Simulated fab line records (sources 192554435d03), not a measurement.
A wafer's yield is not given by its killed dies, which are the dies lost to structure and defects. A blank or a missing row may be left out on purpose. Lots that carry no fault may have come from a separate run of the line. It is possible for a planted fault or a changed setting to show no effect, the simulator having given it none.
Matching of chambers | flow n5-finfet | N5_BEOL_M10_DEP_56 on pecvd-04: 3 sister chambers
The step deposits SiCN from 3MS/NH3, target thk 15 nm, time 26.5 s. 6 wafers are shown with their chamber, then 7 later ones without.

== WAFERS WITH THEIR CHAMBER ==
wafer  | chamber | throttle-valve-pct (%) | showerhead-plenum-p-Torr (Torr)
L647.2 | 1       | 9.2                    | 3.668
L660.1 | 0       | 8.4                    | 3.659
L660.3 | 2       | 8.1                    | 3.673
L660.5 | 0       | 8.5                    | 3.659
L663.1 | 1       | 9.6                    | 3.680
L663.5 | 2       | 8.1                    | 3.662

== WAFERS MISSING THEIR CHAMBER ==
wafer  | throttle-valve-pct (%) | showerhead-plenum-p-Torr (Torr)
L663.6 | 8.5                    | 3.667
L661.1 | 8.5                    | 3.657
L661.2 | 8.7                    | 3.658
L661.6 | 9.7                    | 3.680
L666.1 | 9.4                    | 3.671
L666.3 | 8.7                    | 3.670
L666.5 | 8.2                    | 3.663

== WHICH CHAMBER EACH ONE RAN IN ==
wafer  | from the rows above          | in truth
L663.6 | can't be placed: 0 or 2      | 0
L661.1 | 0                            | 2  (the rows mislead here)
L661.2 | 0                            | 0
L661.6 | 1                            | 1
L666.1 | 1                            | 1
L666.3 | can't be placed: 0 or 2 or 1 | 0
L666.5 | can't be placed: 2 or 0      | 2
Correct placement for 3 of the 7. From these rows, 3 cannot be placed; in 3 the true chamber is one of the candidates. Wrongly placed: 1.
How it was worked out, from the rows above alone: a wafer's distance from a chamber is the root of the sum, over the readings, of the square of ((its reading less the chamber's mean) divided by the reading's scatter). If the next closest chamber is less than 2 further off than the closest, the wafer can't be placed; otherwise it belongs to the closest. The mean given for a chamber averages the wafers shown for that chamber. How the scatter is found: for the shown wafers, subtract from each reading the mean of its chamber, square and add these, divide the total by (wafers less chambers), then take the root.
